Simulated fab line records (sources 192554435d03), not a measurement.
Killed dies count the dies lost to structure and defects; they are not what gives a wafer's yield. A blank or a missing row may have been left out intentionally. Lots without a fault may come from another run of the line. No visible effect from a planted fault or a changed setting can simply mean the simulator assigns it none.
fab line records | flow n5Finfet
record: lots: 12 | wafers: 36 | lastDay: 17
route steps=1938 shown BEOL_M6@1250 BEOL_M7@1269
lots untouched by any fault: they come from a run of this same line in which no faults occurred
startH: hours from the record's opening day to when the first of the lot's shown wafers began | waitH: time in hours since the lot's previous step | " the same as in the row above | L1.1+2: several wafers, shown together as one row | - no value present, or no start provided | * or withheld: withheld | < > ~ a bound
route shown NAME@n: names a module that has steps shown in the file, with the first one's number in the route | usual: the fault-free wafers' mean and standard deviation | same: alike in all rows | chamber/n: place in a boat | sites: each site's reading | _std_site: the values' standard deviation | _edge_site: inner sites' mean taken away from outer sites' mean | radiusMm: how far each site lies from the wafer's centre | mask NAME#n: copy n | behind: the tool/chamber that last shaped the wafer | hold: why the lot went on hold/how many hours it stayed there/how the hold came to an end | device: the n, p or np transistor that did not switch | end of line: the tests these same wafers got at the end of their route | step lacking rows: just its recipe | killed: not the wafer's yield, but the dies lost to structure and defects at the first sort | map: the dies of a wafer, with x for killed, . for not killed, _ for no die there
set.NAME: the setting as run; set.NAME@STEP: as run at that earlier step | model.NAME: the simulator's own value behind a step, which no gauge read
the route's steps for a sample of lots (tables are steps, rows are wafers)
services: the hour from which a tool's chamber was out of use, counted from the record's first day as startH (under 0 if before that day), plus the number of hours and why
== steps ==
step: N5_BEOL_M6_PRE_CLEAN_45
recipe: gas: H2/He | timeS: 30 | tempC: 250
usual: heaterPowerW: 342/35
lot.wafer | tool          | chamber | startH | waitH | heaterPowerW
L302.2    | pvdSputter-03 | -       | 188.36 | 0.0   | 382
L302.5    | "             | -       | "      | "     | 303
L302.6    | "             | -       | "      | "     | 374
L304.2    | pvdSputter-03 | -       | 198.03 | 0.0   | 353
L304.4    | "             | -       | "      | "     | 298
L304.6    | "             | -       | "      | "     | 305
L307.1    | pvdSputter-02 | -       | 217.41 | 0.0   | 302
L307.4    | "             | -       | "      | "     | 324
L307.6    | "             | -       | "      | "     | 385
L308.1    | pvdSputter-02 | -       | 218.11 | 0.0   | 386
L308.3    | "             | -       | "      | "     | 304
L308.6    | "             | -       | "      | "     | 387
L309.1    | pvdSputter-02 | -       | 225.45 | 0.0   | 364
L309.4    | "             | -       | "      | "     | 332
L309.6    | "             | -       | "      | "     | 374
L310.1    | pvdSputter-01 | -       | 229.04 | 0.0   | 369
L310.4    | "             | -       | "      | "     | 324
L310.6    | "             | -       | "      | "     | 373
L318.1    | pvdSputter-02 | -       | 274.81 | 0.0   | 308
L318.3    | "             | -       | "      | "     | 359
L318.6    | "             | -       | "      | "     | 354
L319.4    | pvdSputter-03 | -       | 285.07 | 0.0   | 298
L319.5    | "             | -       | "      | "     | 343
L319.6    | "             | -       | "      | "     | 374
L322.2    | pvdSputter-03 | -       | 307.78 | 0.0   | 319
L322.3    | "             | -       | "      | "     | 300
L322.4    | "             | -       | "      | "     | 348
L323.1    | pvdSputter-01 | -       | 308.64 | 0.0   | 291
L323.3    | "             | -       | "      | "     | 324
L323.4    | "             | -       | "      | "     | 366
L324.2    | pvdSputter-02 | -       | 318.98 | 0.0   | 393
L324.3    | "             | -       | "      | "     | 298
L324.6    | "             | -       | "      | "     | 316
L325.1    | pvdSputter-01 | -       | 324.49 | 0.0   | 365
L325.4    | "             | -       | "      | "     | 318
L325.5    | "             | -       | "      | "     | 376
step: N5_BEOL_M6_ANNEAL_51
recipe: tempC: 225 | timeS: 90 | ambient: N2
usual: wafer_temp_C_max: 225.90/0.25
lot.wafer | tool         | chamber | startH | waitH | wafer_temp_C_max
L302.2    | rtpAnneal-02 | 0       | 189.62 | 0.6   | 225.94
L302.5    | "            | 0       | "      | "     | 225.78
L302.6    | "            | 0       | "      | "     | 225.73
L304.2    | rtpAnneal-01 | 0       | 199.00 | 0.3   | 225.87
L304.4    | "            | 0       | "      | "     | 225.62
L304.6    | "            | 0       | "      | "     | 225.85
L307.1    | rtpAnneal-02 | 0       | 218.63 | 0.1   | 225.79
L307.4    | "            | 0       | "      | "     | 226.17
L307.6    | "            | 0       | "      | "     | 225.86
L308.1    | rtpAnneal-02 | 0       | 219.02 | 0.1   | 225.89
L308.3    | "            | 0       | "      | "     | 225.71
L308.6    | "            | 0       | "      | "     | 225.78
L309.1    | rtpAnneal-02 | 0       | 226.51 | 0.2   | 225.96
L309.4    | "            | 0       | "      | "     | 225.78
L309.6    | "            | 0       | "      | "     | 226.12
L310.1    | rtpAnneal-02 | 0       | 230.25 | 0.1   | 226.08
L310.4    | "            | 0       | "      | "     | 225.66
L310.6    | "            | 0       | "      | "     | 225.97
L318.1    | rtpAnneal-02 | 0       | 276.02 | 0.5   | 226.15
L318.3    | "            | 0       | "      | "     | 226.29
L318.6    | "            | 0       | "      | "     | 225.96
L319.4    | rtpAnneal-01 | 0       | 286.35 | 0.2   | 226.31
L319.5    | "            | 0       | "      | "     | 225.85
L319.6    | "            | 0       | "      | "     | 225.99
L322.2    | rtpAnneal-01 | 0       | 308.93 | 0.2   | 226.00
L322.3    | "            | 0       | "      | "     | 225.65
L322.4    | "            | 0       | "      | "     | 225.61
L323.1    | rtpAnneal-02 | 0       | 310.12 | 0.4   | 225.86
L323.3    | "            | 0       | "      | "     | 226.07
L323.4    | "            | 0       | "      | "     | 225.68
L324.2    | rtpAnneal-02 | 0       | 320.45 | 0.7   | 225.80
L324.3    | "            | 0       | "      | "     | 225.77
L324.6    | "            | 0       | "      | "     | 225.99
L325.1    | rtpAnneal-01 | 0       | 325.78 | 0.3   | 226.20
L325.4    | "            | 0       | "      | "     | 225.60
L325.5    | "            | 0       | "      | "     | 225.79
step: N5_BEOL_M6_RS_MEAS_57
recipe: thkMeasGauge: four-point-probe | reads: Cu_of_BEOL_M6_ECD_50+Co_of_BEOL_M6_CVD_78+TaN_of_BEOL_M6_ALD_77
usual: M6_RS: 0.284/0.0075
lot.wafer | tool         | chamber | startH | waitH | M6_RS[ohm/sq]
L302.2    | filmMetro-02 | -       | 190.30 | 0.1   | 0.277
L302.5    | "            | -       | "      | "     | 0.286
L302.6    | "            | -       | "      | "     | 0.279
L304.2    | filmMetro-01 | -       | 199.68 | 0.1   | 0.284
L304.4    | "            | -       | "      | "     | 0.295
L304.6    | "            | -       | "      | "     | 0.296
L307.1    | filmMetro-01 | -       | 219.36 | 0.1   | 0.282
L307.4    | "            | -       | "      | "     | 0.282
L307.6    | "            | -       | "      | "     | 0.294
L308.1    | filmMetro-01 | -       | 219.78 | 0.1   | 0.282
L308.3    | "            | -       | "      | "     | 0.276
L308.6    | "            | -       | "      | "     | 0.279
L309.1    | filmMetro-01 | -       | 227.41 | 0.1   | 0.285
L309.4    | "            | -       | "      | "     | 0.283
L309.6    | "            | -       | "      | "     | 0.296
L310.1    | filmMetro-01 | -       | 230.98 | 0.1   | 0.293
L310.4    | "            | -       | "      | "     | 0.294
L310.6    | "            | -       | "      | "     | 0.288
L318.1    | filmMetro-02 | -       | 276.76 | 0.1   | 0.303
L318.3    | "            | -       | "      | "     | 0.294
L318.6    | "            | -       | "      | "     | 0.300
L319.4    | filmMetro-02 | -       | 286.94 | 0.0   | 0.288
L319.5    | "            | -       | "      | "     | 0.281
L319.6    | "            | -       | "      | "     | 0.288
L322.2    | filmMetro-02 | -       | 309.64 | 0.1   | 0.291
L322.3    | "            | -       | "      | "     | 0.281
L322.4    | "            | -       | "      | "     | 0.286
L323.1    | filmMetro-01 | -       | 310.85 | 0.1   | 0.284
L323.3    | "            | -       | "      | "     | 0.285
L323.4    | "            | -       | "      | "     | 0.280
L324.2    | filmMetro-01 | -       | 321.13 | 0.1   | 0.283
L324.3    | "            | -       | "      | "     | 0.275
L324.6    | "            | -       | "      | "     | 0.281
L325.1    | filmMetro-01 | -       | 326.50 | 0.1   | 0.275
L325.4    | "            | -       | "      | "     | 0.292
L325.5    | "            | -       | "      | "     | 0.292
step: N5_BEOL_M7_COAT_60
recipe: resist: SiARC | tempC: 220 | timeS: 60 | spinRpm: 1500 | resistThkNm: 35
usual: spinSpeedRpm: 1500.1/0.81
lot.wafer | tool          | chamber | startH | waitH | spinSpeedRpm
L302.2    | lithoTrack-02 | 0       | 192.66 | -     | 1499.0
L302.5    | "             | 0       | "      | "     | 1498.3
L302.6    | "             | 0       | "      | "     | 1499.0
L304.2    | lithoTrack-04 | 0       | 201.37 | -     | 1500.7
L304.4    | "             | 0       | "      | "     | 1500.0
L304.6    | "             | 0       | "      | "     | 1500.6
L307.1    | lithoTrack-04 | 0       | 221.06 | -     | 1500.6
L307.4    | "             | 0       | "      | "     | 1500.0
L307.6    | "             | 0       | "      | "     | 1500.8
L308.1    | lithoTrack-02 | 0       | 221.51 | -     | 1500.3
L308.3    | "             | 0       | "      | "     | 1500.2
L308.6    | "             | 0       | "      | "     | 1498.9
L309.1    | lithoTrack-04 | 0       | 229.43 | -     | 1501.7
L309.4    | "             | 0       | "      | "     | 1499.5
L309.6    | "             | 0       | "      | "     | 1501.5
L310.1    | lithoTrack-01 | 0       | 233.26 | -     | 1501.0
L310.4    | "             | 0       | "      | "     | 1500.5
L310.6    | "             | 0       | "      | "     | 1501.4
L318.1    | lithoTrack-04 | 0       | 278.11 | -     | 1441.5
L318.3    | "             | 0       | "      | "     | 1443.5
L318.6    | "             | 0       | "      | "     | 1442.8
L319.4    | lithoTrack-04 | 0       | 288.27 | -     | 1443.5
L319.5    | "             | 0       | "      | "     | 1443.3
L319.6    | "             | 0       | "      | "     | 1443.1
L322.2    | lithoTrack-02 | 0       | 310.63 | -     | 1500.3
L322.3    | "             | 0       | "      | "     | 1499.1
L322.4    | "             | 0       | "      | "     | 1500.2
L323.1    | lithoTrack-02 | 0       | 312.79 | -     | 1499.6
L323.3    | "             | 0       | "      | "     | 1500.1
L323.4    | "             | 0       | "      | "     | 1500.9
L324.2    | lithoTrack-01 | 0       | 324.19 | -     | 1500.4
L324.3    | "             | 0       | "      | "     | 1500.1
L324.6    | "             | 0       | "      | "     | 1500.4
L325.1    | lithoTrack-01 | 0       | 328.57 | -     | 1500.4
L325.4    | "             | 0       | "      | "     | 1500.6
L325.5    | "             | 0       | "      | "     | 1500.6
== services ==
tool         | chamber | startH | hours | kind
rtpAnneal-02 | -       | 194.59 | 4.1   | pm
== key ==
firstSign: step: N5_BEOL_M7_COAT_60 | reading: spinSpeedRpm | direction: down | sigmas: 71 | usual: * | struck: *
effect none on later readings
metAt N5_BEOL_M7_COAT_60
struckLots L318,L319
notActingAt N5_BEOL_M6_PRE_CLEAN_45,N5_BEOL_M6_ANNEAL_51,N5_BEOL_M6_RS_MEAS_57
onsetBetween 229.43 278.11
fault: kind: processParameterDrift | tool: lithoTrack-04 | chamber: - | onsetH: 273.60 | steps: N5_BEOL_M7_COAT_60 | channel: spinRpm | offset: * | shape: step | actsIn: * | stated: *
